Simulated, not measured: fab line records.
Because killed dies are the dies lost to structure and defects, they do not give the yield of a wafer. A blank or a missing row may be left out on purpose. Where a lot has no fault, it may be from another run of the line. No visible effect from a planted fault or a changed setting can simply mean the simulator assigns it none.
A struck lot beside a sound one / flow n5 finfet / 16 out of 1938 route steps
Sound: these wafers, L409.1, L409.3, L409.4. The struck wafers were L419.3, L419.5, L419.6. The cause is named last.
For every step that has rows: the tool of each side, followed by ch and its chambers, followed by its first start. Under that, the readings that differ: sound wafers / struck wafers / difference of the means / sigmas: that difference in standard deviations of wafers without a fault.
alike: readings whose means differ by less than 2 such deviations, and words and numbers that are the same on both sides. not compared: withheld readings, readings that some wafer has no value for, bounds like >300 that may hide the same value, and numbers for which the record gives no deviation and whose values overlap.
Wherever a step has rows on one side only, a row that says differs or no value, or a row with sigmas, the two part there. Numbers that have no deviation but don't overlap get no sigmas and don't part them. Lack of a reading on every wafer of one side parts them only where that side has two or more wafers.

first, 2 steps without rows for these wafers: N5_BEOL_M1_SPUTTER_48 (material Cu, target thk 4.5 nm, time 8.29 s); N5_BEOL_M1_ANNEAL_49 (time 240 s).
N5_BEOL_M1_SPUTTER_79: material Cu, target thk 4.5 nm, time 8.29 s.
  sound on pvd sputter-03 at day 6 13:50; struck on pvd sputter-01 at day 9 06:20
  alike: chamber pressure pa, chuck gas flow sccm, chuck sensor temp C, throttle valve pct
then, 4 steps without rows for these wafers: N5_BEOL_M1_ANNEAL_80 (time 240 s); N5_BEOL_M1_SPUTTER_81 (material Cu, target thk 4.5 nm, time 8.29 s); N5_BEOL_M1_ANNEAL_82 (time 240 s); N5_BEOL_M1_SPUTTER_86 (material Cu, target thk 4.5 nm, time 8.29 s).
N5_BEOL_M1_ANNEAL_87: time 240 s.
  sound on pvd sputter-03 at day 6 14:22; struck on pvd sputter-01 at day 9 06:51
  alike: heater power w
then, 1 step without rows for these wafers: N5_BEOL_M1_SPUTTER_88 (material Cu, target thk 4.5 nm, time 8.29 s).
N5_BEOL_M1_ANNEAL_89: time 240 s.
  sound on pvd sputter-03 at day 6 14:35; struck on pvd sputter-01 at day 9 07:04
  alike: heater power w
then, 1 step without rows for these wafers: N5_BEOL_M1_SPUTTER_90 (material Cu, target thk 4.5 nm, time 8.29 s).
N5_BEOL_M1_ANNEAL_91: time 240 s.
  sound on pvd sputter-03 at day 6 14:48; struck on pvd sputter-01 at day 9 07:17
  alike: heater power w
N5_BEOL_M1_SPUTTER_92: material Cu, target thk 4.5 nm, time 8.29 s.
  sound on pvd sputter-03 at day 6 14:56; struck on pvd sputter-01 at day 9 07:26
  no value came back on the struck wafers for chamber pressure pa (Pa), chuck gas flow sccm (sccm), chuck sensor temp C (C), throttle valve pct (%); on the sound wafers chamber pressure pa (Pa) reads 0.06973 0.07016 0.07017
N5_BEOL_M1_ANNEAL_93: time 240 s.
  sound on pvd sputter-03 at day 6 15:01; struck on pvd sputter-01 at day 9 07:31
reading=heater power w (W); sound=879 832 922; struck=725 808 712; difference=-129; sigmas=-2
N5_BEOL_M4_RC_MEAS_101:
  sound on prober-02 ch 0, day 7 19:06; struck on prober-02 ch 0, day 10 13:35
  alike: DIBL_N, DIBL_P, IOFF_N, IOFF_P, ION_N, ION_P, SS_N, SS_P, VT_N, VT_P
-- the record jumps here: 4 days lie between the struck wafers' starts before and after (it left off in module BEOL_M4 and takes up again in module PASSIVATION, whose first step shown is number 1936 of the route) --
N5_PASSIVATION_PROBE_49:
  sound on prober-01 at day 11 15:41; struck on prober-01 at day 14 15:33
  alike: defect limited yield, killed_at_M0_to_M3, killed_at_M4_up, killed at contacts, killed at front end, killed at other, killed dies, killed open, killed short, sort_bin_5_function, sort_bin_6_memory, sort n pass, sort yield pct

## WHERE THEY PART
First at N5_BEOL_M1_SPUTTER_92; last, within this record, at N5_BEOL_M1_ANNEAL_93. Later steps at which nothing parts them and some readings are alike: N5_BEOL_M4_RC_MEAS_101, N5_PASSIVATION_PROBE_49.

WHY: the cause the simulator had injected
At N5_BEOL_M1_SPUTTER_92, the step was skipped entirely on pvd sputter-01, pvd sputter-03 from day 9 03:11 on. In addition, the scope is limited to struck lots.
